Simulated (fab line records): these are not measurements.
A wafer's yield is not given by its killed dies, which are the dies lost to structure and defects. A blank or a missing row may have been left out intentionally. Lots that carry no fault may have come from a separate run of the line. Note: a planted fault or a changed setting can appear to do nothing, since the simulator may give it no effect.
Which tool was responsible? || flow n5 finfet || Sampling: 24 lots, 72 wafers, 6 of 1938 route steps

== WHAT THE GAUGES SHOWED, per wafer ==
N5_BEOL_M15_INSPECT_55: inspects for defects (darkfield).
{"lot": "L074", "measured": "day 11 13:22", "on": "defect inspect-02", "raw defect count": "89 87 74"}
{"lot": "L075", "measured": "day 11 14:27", "on": "defect inspect-01", "raw defect count": "37 52 38"}
{"lot": "L076", "measured": "day 12 01:38", "on": "defect inspect-02", "raw defect count": "63 86 50"}
{"lot": "L077", "measured": "day 12 03:47", "on": "defect inspect-02", "raw defect count": "130 140 108"}
{"lot": "L078", "measured": "day 12 18:49", "on": "defect inspect-01", "raw defect count": "45 78 59"}
{"lot": "L079", "measured": "day 12 19:11", "on": "defect inspect-02", "raw defect count": "47 66 80"}
{"lot": "L081", "measured": "day 12 20:26", "on": "defect inspect-01", "raw defect count": "78 65 54"}
{"lot": "L080", "measured": "day 13 00:49", "on": "defect inspect-02", "raw defect count": "103 83 66"}
{"lot": "L083", "measured": "day 13 04:14", "on": "defect inspect-02", "raw defect count": "92 46 96"}
{"lot": "L082", "measured": "day 13 05:19", "on": "defect inspect-02", "raw defect count": "75 82 43"}
{"lot": "L084", "measured": "day 13 22:11", "on": "defect inspect-02", "raw defect count": "49 71 43"}
{"lot": "L086", "measured": "day 14 11:11", "on": "defect inspect-01", "raw defect count": "93 109 94"}
{"lot": "L087", "measured": "day 14 16:44", "on": "defect inspect-02", "raw defect count": "77 90 95"}
{"lot": "L085", "measured": "day 14 17:52", "on": "defect inspect-02", "raw defect count": "61 75 94"}
{"lot": "L088", "measured": "day 14 19:22", "on": "defect inspect-01", "raw defect count": "90 67 69"}
{"lot": "L089", "measured": "day 15 02:23", "on": "defect inspect-01", "raw defect count": "79 60 62"}
{"lot": "L090", "measured": "day 15 20:44", "on": "defect inspect-02", "raw defect count": "62 87 101"}
{"lot": "L091", "measured": "day 15 21:18", "on": "defect inspect-02", "raw defect count": "64 71 68"}
{"lot": "L092", "measured": "day 16 09:17", "on": "defect inspect-01", "raw defect count": "86 94 95"}
{"lot": "L093", "measured": "day 16 15:02", "on": "defect inspect-01", "raw defect count": "64 80 57"}
{"lot": "L094", "measured": "day 16 20:53", "on": "defect inspect-01", "raw defect count": "66 51 34"}
{"lot": "L096", "measured": "day 17 01:32", "on": "defect inspect-01", "raw defect count": "53 48 57"}
{"lot": "L097", "measured": "day 17 07:00", "on": "defect inspect-01", "raw defect count": "44 58 58"}
{"lot": "L095", "measured": "day 17 07:40", "on": "defect inspect-01", "raw defect count": "74 75 65"}

N5_MIM_TOP_LITHO_OVL_MEAS_11.
{"lot": "L074", "measured": "day 11 18:25", "on": "overlay-02", "MIM_TOP_OVL (nm)": "5 -14 -6"}
{"lot": "L075", "measured": "day 11 19:31", "on": "overlay-01", "MIM_TOP_OVL (nm)": "15 -2 -1"}
{"lot": "L076", "measured": "day 12 04:46", "on": "overlay-01", "MIM_TOP_OVL (nm)": "2 -3 1"}
{"lot": "L077", "measured": "day 12 06:39", "on": "overlay-01", "MIM_TOP_OVL (nm)": "-5 8 10"}
{"lot": "L078", "measured": "day 12 21:44", "on": "overlay-01", "MIM_TOP_OVL (nm)": "1 6 5"}
{"lot": "L079", "measured": "day 12 22:01", "on": "overlay-01", "MIM_TOP_OVL (nm)": "7 -2 8"}
{"lot": "L081", "measured": "day 12 23:07", "on": "overlay-01", "MIM_TOP_OVL (nm)": "-1 2 -7"}
{"lot": "L080", "measured": "day 13 03:49", "on": "overlay-02", "MIM_TOP_OVL (nm)": "3 -8 0"}
{"lot": "L083", "measured": "day 13 07:07", "on": "overlay-02", "MIM_TOP_OVL (nm)": "-2 7 0"}
{"lot": "L082", "measured": "day 13 09:56", "on": "overlay-02", "MIM_TOP_OVL (nm)": "6 1 16"}
{"lot": "L084", "measured": "day 14 00:50", "on": "overlay-01", "MIM_TOP_OVL (nm)": "5 -3 -1"}
{"lot": "L086", "measured": "day 14 15:10", "on": "overlay-02", "MIM_TOP_OVL (nm)": "-4 7 7"}
{"lot": "L087", "measured": "day 14 22:03", "on": "overlay-01", "MIM_TOP_OVL (nm)": "-4 -4 4"}
{"lot": "L085", "measured": "day 14 22:13", "on": "overlay-01", "MIM_TOP_OVL (nm)": "3 4 2"}
{"lot": "L088", "measured": "day 15 00:26", "on": "overlay-01", "MIM_TOP_OVL (nm)": "12 10 17"}
{"lot": "L089", "measured": "day 15 06:45", "on": "overlay-02", "MIM_TOP_OVL (nm)": "-4 2 -7"}
{"lot": "L090", "measured": "day 16 04:07", "on": "overlay-02", "MIM_TOP_OVL (nm)": "5 14 3"}
{"lot": "L091", "measured": "day 16 06:20", "on": "overlay-01", "MIM_TOP_OVL (nm)": "8 -9 15"}
{"lot": "L092", "measured": "day 16 13:46", "on": "overlay-02", "MIM_TOP_OVL (nm)": "-1 5 11"}
{"lot": "L093", "measured": "day 16 19:14", "on": "overlay-01", "MIM_TOP_OVL (nm)": "4 9 6"}
{"lot": "L094", "measured": "day 17 00:35", "on": "overlay-02", "MIM_TOP_OVL (nm)": "1 -6 9"}
{"lot": "L096", "measured": "day 17 04:35", "on": "overlay-02", "MIM_TOP_OVL (nm)": "11 -3 9"}
{"lot": "L097", "measured": "day 17 10:28", "on": "overlay-01", "MIM_TOP_OVL (nm)": "2 0 1"}
{"lot": "L095", "measured": "day 17 11:31", "on": "overlay-02", "MIM_TOP_OVL (nm)": "2 9 6"}

N5_MIM_BOT_LITHO_CD_MEAS_08: the cd target is 3000 nm.
{"lot": "L074", "measured": "day 11 19:12", "on": "cd sem-02", "cd nm (nm)": "2996.9 3001.9 2998.2"}
{"lot": "L075", "measured": "day 11 20:14", "on": "cd sem-03", "cd nm (nm)": "2999.9 3003.8 2998.5"}
{"lot": "L076", "measured": "day 12 05:37", "on": "cd sem-02", "cd nm (nm)": "3002.0 3000.8 2997.3"}
{"lot": "L077", "measured": "day 12 07:22", "on": "cd sem-03", "cd nm (nm)": "3000.9 2998.6 3000.3"}
{"lot": "L078", "measured": "day 12 22:29", "on": "cd sem-01", "cd nm (nm)": "2998.1 3000.8 3000.9"}
{"lot": "L079", "measured": "day 12 22:51", "on": "cd sem-03", "cd nm (nm)": "3002.4 3002.9 3003.6"}
{"lot": "L081", "measured": "day 13 00:19", "on": "cd sem-01", "cd nm (nm)": "3000.0 2999.4 3001.2"}
{"lot": "L080", "measured": "day 13 04:40", "on": "cd sem-01", "cd nm (nm)": "3003.7 3001.7 2998.3"}
{"lot": "L083", "measured": "day 13 07:49", "on": "cd sem-01", "cd nm (nm)": "2997.4 3001.8 2998.1"}
{"lot": "L082", "measured": "day 13 10:50", "on": "cd sem-03", "cd nm (nm)": "3002.0 3004.0 3000.1"}
{"lot": "L084", "measured": "day 14 01:49", "on": "cd sem-03", "cd nm (nm)": "2998.4 2999.3 3001.7"}
{"lot": "L086", "measured": "day 14 16:08", "on": "cd sem-03", "cd nm (nm)": "3003.5 3000.0 3001.5"}
{"lot": "L087", "measured": "day 14 22:46", "on": "cd sem-03", "cd nm (nm)": "3002.1 2998.3 2995.9"}
{"lot": "L085", "measured": "day 14 23:05", "on": "cd sem-03", "cd nm (nm)": "2999.9 3001.6 3001.8"}
{"lot": "L088", "measured": "day 15 01:17", "on": "cd sem-01", "cd nm (nm)": "3000.8 3001.0 3001.5"}
{"lot": "L089", "measured": "day 15 07:41", "on": "cd sem-01", "cd nm (nm)": "3004.7 2999.1 3005.7"}
{"lot": "L090", "measured": "day 16 04:49", "on": "cd sem-02", "cd nm (nm)": "2997.4 2998.2 2998.0"}
{"lot": "L091", "measured": "day 16 07:48", "on": "cd sem-02", "cd nm (nm)": "2997.6 2997.8 3002.0"}
{"lot": "L092", "measured": "day 16 14:35", "on": "cd sem-02", "cd nm (nm)": "3001.0 3000.0 2998.8"}
{"lot": "L093", "measured": "day 16 20:00", "on": "cd sem-03", "cd nm (nm)": "2999.7 3002.3 2999.3"}
{"lot": "L094", "measured": "day 17 01:26", "on": "cd sem-03", "cd nm (nm)": "2998.5 2998.2 2995.9"}
{"lot": "L096", "measured": "day 17 05:17", "on": "cd sem-02", "cd nm (nm)": "3002.7 2999.2 2996.3"}
{"lot": "L097", "measured": "day 17 11:19", "on": "cd sem-02", "cd nm (nm)": "2999.7 2995.5 2999.9"}
{"lot": "L095", "measured": "day 17 12:19", "on": "cd sem-01", "cd nm (nm)": "2999.9 2998.0 2996.4"}

== TOOL THAT RAN EACH LOT (tool first, then ch and the chambers of the sampled wafers, then the start) ==
{"lot": "L074", "N5_BEOL_M14_PRE_CLEAN_42": "pvd sputter-02, day 11 04:34", "N5_BEOL_M15_ETCH_59": "rie diel-02 ch 1,3, day 11 06:46", "N5_BEOL_M15_SPUTTER_43": "pvd sputter-01, day 11 12:06"}
{"lot": "L075", "N5_BEOL_M14_PRE_CLEAN_42": "pvd sputter-01, day 11 05:31", "N5_BEOL_M15_ETCH_59": "rie diel-03 ch 0,2,3, day 11 07:53", "N5_BEOL_M15_SPUTTER_43": "pvd sputter-02, day 11 12:47"}
{"lot": "L076", "N5_BEOL_M14_PRE_CLEAN_42": "pvd sputter-02, day 11 18:46", "N5_BEOL_M15_ETCH_59": "rie diel-01 ch 0,1,3, day 11 20:52", "N5_BEOL_M15_SPUTTER_43": "pvd sputter-03, day 12 00:13"}
{"lot": "L077", "N5_BEOL_M14_PRE_CLEAN_42": "pvd sputter-01, day 11 19:39", "N5_BEOL_M15_ETCH_59": "rie diel-03 ch 1,2,3, day 11 21:44", "N5_BEOL_M15_SPUTTER_43": "pvd sputter-02, day 12 02:23"}
{"lot": "L078", "N5_BEOL_M14_PRE_CLEAN_42": "pvd sputter-02, day 12 11:27", "N5_BEOL_M15_ETCH_59": "rie diel-03 ch 0,2,3, day 12 13:35", "N5_BEOL_M15_SPUTTER_43": "pvd sputter-01, day 12 17:33"}
{"lot": "L079", "N5_BEOL_M14_PRE_CLEAN_42": "pvd sputter-03, day 12 11:53", "N5_BEOL_M15_ETCH_59": "rie diel-02 ch 1,3, day 12 14:03", "N5_BEOL_M15_SPUTTER_43": "pvd sputter-01, day 12 17:52"}
{"lot": "L081", "N5_BEOL_M14_PRE_CLEAN_42": "pvd sputter-02, day 12 12:19", "N5_BEOL_M15_ETCH_59": "rie diel-02 ch 1,3, day 12 14:30", "N5_BEOL_M15_SPUTTER_43": "pvd sputter-02, day 12 18:55"}
{"lot": "L080", "N5_BEOL_M14_PRE_CLEAN_42": "pvd sputter-01, day 12 18:53", "N5_BEOL_M15_ETCH_59": "rie diel-02 ch 1,2,3, day 12 21:01", "N5_BEOL_M15_SPUTTER_43": "pvd sputter-01, day 12 23:33"}
{"lot": "L083", "N5_BEOL_M14_PRE_CLEAN_42": "pvd sputter-02, day 12 19:22", "N5_BEOL_M15_ETCH_59": "rie diel-02 ch 1,2, day 12 21:40", "N5_BEOL_M15_SPUTTER_43": "pvd sputter-02, day 13 02:35"}
{"lot": "L082", "N5_BEOL_M14_PRE_CLEAN_42": "pvd sputter-01, day 12 19:55", "N5_BEOL_M15_ETCH_59": "rie diel-01 ch 0,1,3, day 12 22:22", "N5_BEOL_M15_SPUTTER_43": "pvd sputter-01, day 13 03:56"}
{"lot": "L084", "N5_BEOL_M14_PRE_CLEAN_42": "pvd sputter-01, day 13 11:34", "N5_BEOL_M15_ETCH_59": "rie diel-01 ch 1,3, day 13 14:01", "N5_BEOL_M15_SPUTTER_43": "pvd sputter-01, day 13 20:46"}
{"lot": "L086", "N5_BEOL_M14_PRE_CLEAN_42": "pvd sputter-02, day 14 02:15", "N5_BEOL_M15_ETCH_59": "rie diel-02 ch 1,2,3, day 14 04:27", "N5_BEOL_M15_SPUTTER_43": "pvd sputter-01, day 14 09:55"}
{"lot": "L087", "N5_BEOL_M14_PRE_CLEAN_42": "pvd sputter-03, day 14 09:56", "N5_BEOL_M15_ETCH_59": "rie diel-03 ch 1,3, day 14 11:56", "N5_BEOL_M15_SPUTTER_43": "pvd sputter-03, day 14 15:28"}
{"lot": "L085", "N5_BEOL_M14_PRE_CLEAN_42": "pvd sputter-03, day 14 10:22", "N5_BEOL_M15_ETCH_59": "rie diel-02 ch 0,1,3, day 14 12:28", "N5_BEOL_M15_SPUTTER_43": "pvd sputter-03, day 14 16:25"}
{"lot": "L088", "N5_BEOL_M14_PRE_CLEAN_42": "pvd sputter-02, day 14 11:42", "N5_BEOL_M15_ETCH_59": "rie diel-03 ch 2,3, day 14 14:08", "N5_BEOL_M15_SPUTTER_43": "pvd sputter-01, day 14 18:07"}
{"lot": "L089", "N5_BEOL_M14_PRE_CLEAN_42": "pvd sputter-03, day 14 18:57", "N5_BEOL_M15_ETCH_59": "rie diel-03 ch 1,3, day 14 21:19", "N5_BEOL_M15_SPUTTER_43": "pvd sputter-03, day 15 00:31"}
{"lot": "L090", "N5_BEOL_M14_PRE_CLEAN_42": "pvd sputter-03, day 15 08:14", "N5_BEOL_M15_ETCH_59": "rie diel-01 ch 0,3, day 15 13:12", "N5_BEOL_M15_SPUTTER_43": "pvd sputter-01, day 15 18:25"}
{"lot": "L091", "N5_BEOL_M14_PRE_CLEAN_42": "pvd sputter-03, day 15 08:33", "N5_BEOL_M15_ETCH_59": "rie diel-02 ch 1,3, day 15 13:40", "N5_BEOL_M15_SPUTTER_43": "pvd sputter-02, day 15 18:35"}
{"lot": "L092", "N5_BEOL_M14_PRE_CLEAN_42": "pvd sputter-01, day 15 18:03", "N5_BEOL_M15_ETCH_59": "rie diel-02 ch 1,3, day 15 21:21", "N5_BEOL_M15_SPUTTER_43": "pvd sputter-03, day 16 07:10"}
{"lot": "L093", "N5_BEOL_M14_PRE_CLEAN_42": "pvd sputter-01, day 16 07:43", "N5_BEOL_M15_ETCH_59": "rie diel-01 ch 0,1,2, day 16 10:22", "N5_BEOL_M15_SPUTTER_43": "pvd sputter-03, day 16 13:46"}
{"lot": "L094", "N5_BEOL_M14_PRE_CLEAN_42": "pvd sputter-02, day 16 13:47", "N5_BEOL_M15_ETCH_59": "rie diel-01 ch 0,2,3, day 16 16:05", "N5_BEOL_M15_SPUTTER_43": "pvd sputter-01, day 16 19:10"}
{"lot": "L096", "N5_BEOL_M14_PRE_CLEAN_42": "pvd sputter-03, day 16 18:58", "N5_BEOL_M15_ETCH_59": "rie diel-01 ch 0,1, day 16 21:10", "N5_BEOL_M15_SPUTTER_43": "pvd sputter-02, day 17 00:16"}
{"lot": "L097", "N5_BEOL_M14_PRE_CLEAN_42": "pvd sputter-02, day 16 19:18", "N5_BEOL_M15_ETCH_59": "rie diel-02 ch 0,1,3, day 16 22:22", "N5_BEOL_M15_SPUTTER_43": "pvd sputter-01, day 17 03:19"}
{"lot": "L095", "N5_BEOL_M14_PRE_CLEAN_42": "pvd sputter-02, day 16 23:31", "N5_BEOL_M15_ETCH_59": "rie diel-01 ch 1,2, day 17 01:29", "N5_BEOL_M15_SPUTTER_43": "pvd sputter-03, day 17 03:55"}
- N5_BEOL_M14_PRE_CLEAN_42: time 30 s.
- N5_BEOL_M15_ETCH_59: etches BARC in N2/H2, target depth 89 nm, overetch 26.7 nm, time 67.9 s.
- N5_BEOL_M15_SPUTTER_43: material TaN, target thk 15 nm, time 24.19 s.

== AS READ BY THE TOOLS THEMSELVES (means over the sampled wafers that have a number; for cases with no such wafer, the mark the record gives instead) ==
N5_BEOL_M14_PRE_CLEAN_42.
{"lot": "L074", "tool": "pvd sputter-02", "heater power w (W)": 497}
{"lot": "L075", "tool": "pvd sputter-01", "heater power w (W)": 467}
{"lot": "L076", "tool": "pvd sputter-02", "heater power w (W)": 478}
{"lot": "L077", "tool": "pvd sputter-01", "heater power w (W)": 471}
{"lot": "L078", "tool": "pvd sputter-02", "heater power w (W)": 479}
{"lot": "L079", "tool": "pvd sputter-03", "heater power w (W)": 443}
{"lot": "L081", "tool": "pvd sputter-02", "heater power w (W)": 482}
{"lot": "L080", "tool": "pvd sputter-01", "heater power w (W)": 447}
{"lot": "L083", "tool": "pvd sputter-02", "heater power w (W)": 477}
{"lot": "L082", "tool": "pvd sputter-01", "heater power w (W)": 471}
{"lot": "L084", "tool": "pvd sputter-01", "heater power w (W)": 468}
{"lot": "L086", "tool": "pvd sputter-02", "heater power w (W)": 484}
{"lot": "L087", "tool": "pvd sputter-03", "heater power w (W)": 425}
{"lot": "L085", "tool": "pvd sputter-03", "heater power w (W)": 444}
{"lot": "L088", "tool": "pvd sputter-02", "heater power w (W)": 478}
{"lot": "L089", "tool": "pvd sputter-03", "heater power w (W)": 454}
{"lot": "L090", "tool": "pvd sputter-03", "heater power w (W)": 429}
{"lot": "L091", "tool": "pvd sputter-03", "heater power w (W)": 408}
{"lot": "L092", "tool": "pvd sputter-01", "heater power w (W)": 474}
{"lot": "L093", "tool": "pvd sputter-01", "heater power w (W)": 441}
{"lot": "L094", "tool": "pvd sputter-02", "heater power w (W)": 502}
{"lot": "L096", "tool": "pvd sputter-03", "heater power w (W)": 422}
{"lot": "L097", "tool": "pvd sputter-02", "heater power w (W)": 494}
{"lot": "L095", "tool": "pvd sputter-02", "heater power w (W)": 480}

N5_BEOL_M15_ETCH_59.
{"lot": "L074", "tool": "rie diel-02", "drypump motor current A (A)": 5.6, "oes product au (a.u.)": 0.74, "rf vpp V (V)": 526.4, "showerhead plenum p Torr (Torr)": 2.66, "throttle valve pct (%)": 17.57}
{"lot": "L075", "tool": "rie diel-03", "drypump motor current A (A)": 5.9, "oes product au (a.u.)": 0.66, "rf vpp V (V)": 524.1, "showerhead plenum p Torr (Torr)": 2.56, "throttle valve pct (%)": 17.95}
{"lot": "L076", "tool": "rie diel-01", "drypump motor current A (A)": 6.0, "oes product au (a.u.)": 0.69, "rf vpp V (V)": 525.2, "showerhead plenum p Torr (Torr)": 2.58, "throttle valve pct (%)": 17.79}
{"lot": "L077", "tool": "rie diel-03", "drypump motor current A (A)": 5.6, "oes product au (a.u.)": 0.65, "rf vpp V (V)": 524.5, "showerhead plenum p Torr (Torr)": 2.58, "throttle valve pct (%)": 17.91}
{"lot": "L078", "tool": "rie diel-03", "drypump motor current A (A)": 5.9, "oes product au (a.u.)": 0.65, "rf vpp V (V)": 523.9, "showerhead plenum p Torr (Torr)": 2.55, "throttle valve pct (%)": 17.95}
{"lot": "L079", "tool": "rie diel-02", "drypump motor current A (A)": 5.7, "oes product au (a.u.)": 0.71, "rf vpp V (V)": 525.5, "showerhead plenum p Torr (Torr)": 2.65, "throttle valve pct (%)": 17.62}
{"lot": "L081", "tool": "rie diel-02", "drypump motor current A (A)": 5.7, "oes product au (a.u.)": 0.67, "rf vpp V (V)": 524.6, "showerhead plenum p Torr (Torr)": 2.59, "throttle valve pct (%)": 17.65}
{"lot": "L080", "tool": "rie diel-02", "drypump motor current A (A)": 5.9, "oes product au (a.u.)": 0.66, "rf vpp V (V)": 525.9, "showerhead plenum p Torr (Torr)": 2.59, "throttle valve pct (%)": 17.84}
{"lot": "L083", "tool": "rie diel-02", "drypump motor current A (A)": 6.2, "oes product au (a.u.)": 0.61, "rf vpp V (V)": 522.6, "showerhead plenum p Torr (Torr)": 2.53, "throttle valve pct (%)": 18.08}
{"lot": "L082", "tool": "rie diel-01", "drypump motor current A (A)": 6.0, "oes product au (a.u.)": 0.68, "rf vpp V (V)": 526.0, "showerhead plenum p Torr (Torr)": 2.58, "throttle valve pct (%)": 17.80}
{"lot": "L084", "tool": "rie diel-01", "drypump motor current A (A)": 6.1, "oes product au (a.u.)": 0.66, "rf vpp V (V)": 526.0, "showerhead plenum p Torr (Torr)": 2.61, "throttle valve pct (%)": 17.76}
{"lot": "L086", "tool": "rie diel-02", "drypump motor current A (A)": 6.0, "oes product au (a.u.)": 0.65, "rf vpp V (V)": 526.1, "showerhead plenum p Torr (Torr)": 2.58, "throttle valve pct (%)": 17.87}
{"lot": "L087", "tool": "rie diel-03", "drypump motor current A (A)": 6.0, "oes product au (a.u.)": 0.60, "rf vpp V (V)": 526.0, "showerhead plenum p Torr (Torr)": 2.62, "throttle valve pct (%)": 18.12}
{"lot": "L085", "tool": "rie diel-02", "drypump motor current A (A)": 5.5, "oes product au (a.u.)": 0.72, "rf vpp V (V)": 525.2, "showerhead plenum p Torr (Torr)": 2.60, "throttle valve pct (%)": 17.60}
{"lot": "L088", "tool": "rie diel-03", "drypump motor current A (A)": 5.3, "oes product au (a.u.)": 0.67, "rf vpp V (V)": 522.9, "showerhead plenum p Torr (Torr)": 2.52, "throttle valve pct (%)": 17.81}
{"lot": "L089", "tool": "rie diel-03", "drypump motor current A (A)": 6.0, "oes product au (a.u.)": 0.59, "rf vpp V (V)": 526.2, "showerhead plenum p Torr (Torr)": 2.62, "throttle valve pct (%)": 18.12}
{"lot": "L090", "tool": "rie diel-01", "drypump motor current A (A)": 6.1, "oes product au (a.u.)": 0.63, "rf vpp V (V)": 523.5, "showerhead plenum p Torr (Torr)": 2.52, "throttle valve pct (%)": 17.93}
{"lot": "L091", "tool": "rie diel-02", "drypump motor current A (A)": 5.7, "oes product au (a.u.)": 0.65, "rf vpp V (V)": 524.2, "showerhead plenum p Torr (Torr)": 2.57, "throttle valve pct (%)": 17.70}
{"lot": "L092", "tool": "rie diel-02", "drypump motor current A (A)": 5.7, "oes product au (a.u.)": 0.68, "rf vpp V (V)": 526.9, "showerhead plenum p Torr (Torr)": 2.64, "throttle valve pct (%)": 17.65}
{"lot": "L093", "tool": "rie diel-01", "drypump motor current A (A)": 5.8, "oes product au (a.u.)": 0.66, "rf vpp V (V)": 526.0, "showerhead plenum p Torr (Torr)": 2.61, "throttle valve pct (%)": 17.77}
{"lot": "L094", "tool": "rie diel-01", "drypump motor current A (A)": 5.9, "oes product au (a.u.)": 0.62, "rf vpp V (V)": 524.4, "showerhead plenum p Torr (Torr)": 2.56, "throttle valve pct (%)": 17.86}
{"lot": "L096", "tool": "rie diel-01", "drypump motor current A (A)": 5.8, "oes product au (a.u.)": 0.69, "rf vpp V (V)": 525.3, "showerhead plenum p Torr (Torr)": 2.59, "throttle valve pct (%)": 17.82}
{"lot": "L097", "tool": "rie diel-02", "drypump motor current A (A)": 5.5, "oes product au (a.u.)": 0.70, "rf vpp V (V)": 524.8, "showerhead plenum p Torr (Torr)": 2.59, "throttle valve pct (%)": 17.63}
{"lot": "L095", "tool": "rie diel-01", "drypump motor current A (A)": 5.8, "oes product au (a.u.)": 0.62, "rf vpp V (V)": 525.8, "showerhead plenum p Torr (Torr)": 2.63, "throttle valve pct (%)": 17.71}

N5_BEOL_M15_SPUTTER_43.
{"lot": "L074", "tool": "pvd sputter-01", "chamber pressure pa (Pa)": 0.12, "throttle valve pct (%)": 29.3}
{"lot": "L075", "tool": "pvd sputter-02", "chamber pressure pa (Pa)": 0.12, "throttle valve pct (%)": 30.6}
{"lot": "L076", "tool": "pvd sputter-03", "chamber pressure pa (Pa)": 0.12, "throttle valve pct (%)": 30.0}
{"lot": "L077", "tool": "pvd sputter-02", "chamber pressure pa (Pa)": 0.12, "throttle valve pct (%)": 30.3}
{"lot": "L078", "tool": "pvd sputter-01", "chamber pressure pa (Pa)": 0.12, "throttle valve pct (%)": 29.8}
{"lot": "L079", "tool": "pvd sputter-01", "chamber pressure pa (Pa)": 0.12, "throttle valve pct (%)": 29.1}
{"lot": "L081", "tool": "pvd sputter-02", "chamber pressure pa (Pa)": 0.12, "throttle valve pct (%)": 30.5}
{"lot": "L080", "tool": "pvd sputter-01", "chamber pressure pa (Pa)": 0.12, "throttle valve pct (%)": 29.3}
{"lot": "L083", "tool": "pvd sputter-02", "chamber pressure pa (Pa)": 0.12, "throttle valve pct (%)": 29.9}
{"lot": "L082", "tool": "pvd sputter-01", "chamber pressure pa (Pa)": 0.12, "throttle valve pct (%)": 29.2}
{"lot": "L084", "tool": "pvd sputter-01", "chamber pressure pa (Pa)": 0.12, "throttle valve pct (%)": 29.7}
{"lot": "L086", "tool": "pvd sputter-01", "chamber pressure pa (Pa)": 0.12, "throttle valve pct (%)": 29.7}
{"lot": "L087", "tool": "pvd sputter-03", "chamber pressure pa (Pa)": 0.12, "throttle valve pct (%)": 29.1}
{"lot": "L085", "tool": "pvd sputter-03", "chamber pressure pa (Pa)": 0.12, "throttle valve pct (%)": 29.8}
{"lot": "L088", "tool": "pvd sputter-01", "chamber pressure pa (Pa)": 0.12, "throttle valve pct (%)": 29.2}
{"lot": "L089", "tool": "pvd sputter-03", "chamber pressure pa (Pa)": 0.12, "throttle valve pct (%)": 29.0}
{"lot": "L090", "tool": "pvd sputter-01", "chamber pressure pa (Pa)": 0.12, "throttle valve pct (%)": 29.0}
{"lot": "L091", "tool": "pvd sputter-02", "chamber pressure pa (Pa)": 0.12, "throttle valve pct (%)": 30.1}
{"lot": "L092", "tool": "pvd sputter-03", "chamber pressure pa (Pa)": 0.12, "throttle valve pct (%)": 30.0}
{"lot": "L093", "tool": "pvd sputter-03", "chamber pressure pa (Pa)": 0.12, "throttle valve pct (%)": 29.8}
{"lot": "L094", "tool": "pvd sputter-01", "chamber pressure pa (Pa)": 0.12, "throttle valve pct (%)": 29.6}
{"lot": "L096", "tool": "pvd sputter-02", "chamber pressure pa (Pa)": 0.12, "throttle valve pct (%)": 30.4}
{"lot": "L097", "tool": "pvd sputter-01", "chamber pressure pa (Pa)": 0.12, "throttle valve pct (%)": 29.7}
{"lot": "L095", "tool": "pvd sputter-03", "chamber pressure pa (Pa)": 0.12, "throttle valve pct (%)": 30.0}

== THE ANSWER, worked out from the rows above alone ==
Rule: what is usual is taken from the lots themselves. The widest of any qualifying gaps counts: lots, ordered by their means at a reading, are off when they make up no more than a third of the lots, leave a main group of 4 or more, and stand apart from it by 3 or more times the standard deviation of that group's means. The tables above print the reading to a certain number of digits; a main group whose means all agree to those digits is not used. A lot without any number at a reading at which 4 lots or more have one is off too. Where the step has rows for the other lots, those lots are counted as sound. After the gauges, taken in route order, come the tools' own readings; for these a lot's mean is taken, as printed above. The first step at which some lot is off is used, and at that step the reading that is off furthest; a lot without a number counts as furthest.
None of the lots is off at any reading shown; this tells nothing.

== WHAT THE SIMULATOR PUT IN ==
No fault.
